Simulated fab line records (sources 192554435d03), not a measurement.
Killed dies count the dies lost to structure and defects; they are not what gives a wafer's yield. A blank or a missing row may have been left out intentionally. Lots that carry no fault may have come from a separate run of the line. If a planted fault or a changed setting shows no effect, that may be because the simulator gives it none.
One fault through the eyes of 3 desks :: flow n5_finfet :: each desk has only its own numbers; what lay behind them comes last

THE METROLOGY DESK
Lot by lot, what the gauges showed, no matter which tool ran the lot: averages of those sampled wafers that carry a number. Marked OUT: a lot whose mean sits more than 4 standard deviations from the usual mean, which makes it out of limits; the brackets give that distance. Shown here are 7 of its 12 readings, the ones lying furthest out on some lot.
Columns: A = cd_nm at N5_FIN_SAQP_CD_MEAS_16, usual 35.5 nm; B = FIN_CORE_OVL at N5_FIN_SAQP_OVL_MEAS_17, usual 0.3 nm; C = DIBL_N at N5_BEOL_M4_RC_MEAS_101, usual 35.7 mV/V; D = ION_P at N5_BEOL_M4_RC_MEAS_101, usual 462 uA/um; E = SS_N at N5_BEOL_M4_RC_MEAS_101, usual 71.3 mV/dec; F = SS_P at N5_BEOL_M4_RC_MEAS_101, usual 73.1 mV/dec; G = VT_P at N5_BEOL_M4_RC_MEAS_101, usual -251 mV
lot: L465
first seen here: day 3 10:37
A: 35.2
B: 1.2
C: 33.7
D: 467
E: 70.6
F: 72.9
G: -250

lot: L468
first seen here: day 4 03:45
A: 36.0
B: 0.8
C: 36.1
D: 456
E: 71.2
F: 73.0
G: -255

lot: L471
first seen here: day 4 21:47
A: 35.4
B: 0.3
C: 35.3
D: 467
E: 71.2
F: 73.1
G: -248

lot: L472
first seen here: day 5 03:10
A: 35.5
B: -0.4
C: 37.3
D: 461
E: 71.7
F: 73.0
G: -252

lot: L473
first seen here: day 5 10:25
A: 35.4
B: -0.7
C: 36.4
D: 466
E: 71.3
F: 73.3
G: -252

lot: L475
first seen here: day 6 00:10
A: 35.6
B: 0.8
C: 37.7
D: 467
E: 72.3
F: 73.8
G: -250
Result from this desk: across the 6 lots, nothing is out of limits.

THE TOOL OWNER'S DESK: rie_diel-03
The tool's own readings at N5_FIN_SAQP_DESCUM_21 (chemistry O2, time 7.9 s): means of the sampled wafers that have a number, for each lot that ran on this tool. Marked OUT: a lot whose mean sits more than 4 standard deviations from the usual mean, which makes it out of limits; the brackets give that distance.
Columns: A = drypump_motor_current_A at N5_FIN_SAQP_DESCUM_21, usual 5.8 A; B = o2_flow_sccm at N5_FIN_SAQP_DESCUM_21, usual 224.9 sccm; C = oes_product_au at N5_FIN_SAQP_DESCUM_21, usual 0.79 a.u.; D = rf_vpp_V at N5_FIN_SAQP_DESCUM_21, usual 243.6 V; E = showerhead_plenum_p_Torr at N5_FIN_SAQP_DESCUM_21, usual 2.13 Torr; F = throttle_valve_pct at N5_FIN_SAQP_DESCUM_21, usual 20.41 %
lot: L468
first seen here: day 4 04:14
A: 5.3
B: 225.0
C: 0.79
D: 244.0
E: 2.17
F: 20.52

lot: L471
first seen here: day 4 21:52
A: 5.6
B: 225.4
C: 0.85
D: 243.2
E: 2.12
F: 20.33

lot: L473
first seen here: day 5 10:31
A: 5.1
B: 224.5
C: 0.92
D: 244.5
E: 2.13
F: 20.26
Result from this desk: across the 3 lots, nothing is out of limits.

THE DEFECT DESK
Per lot, the means of the sampled wafers with a number show what the inspections along the route counted. Marked OUT: a lot whose mean sits more than 4 standard deviations from the usual mean, which makes it out of limits; the brackets give that distance.
Columns: A = raw_defect_count at N5_FIN_SAQP_INSPECT_18, usual 440
lot: L465
first seen here: day 3 10:41
A: 567

lot: L468
first seen here: day 4 03:49
A: 457

lot: L471
first seen here: day 4 21:50
A: 564

lot: L472
first seen here: day 5 03:14
A: 355

lot: L473
first seen here: day 5 10:28
A: 446

lot: L475
first seen here: day 6 00:14
A: 367
Result from this desk: across the 6 lots, nothing is out of limits.

TAKEN TOGETHER
From the metrology desk's view, nothing was out of limits.
The desk of the tool owner found nothing out of limits.
The defect desk saw nothing out of limits.

WHAT HAD BEEN PUT IN BY THE SIMULATOR
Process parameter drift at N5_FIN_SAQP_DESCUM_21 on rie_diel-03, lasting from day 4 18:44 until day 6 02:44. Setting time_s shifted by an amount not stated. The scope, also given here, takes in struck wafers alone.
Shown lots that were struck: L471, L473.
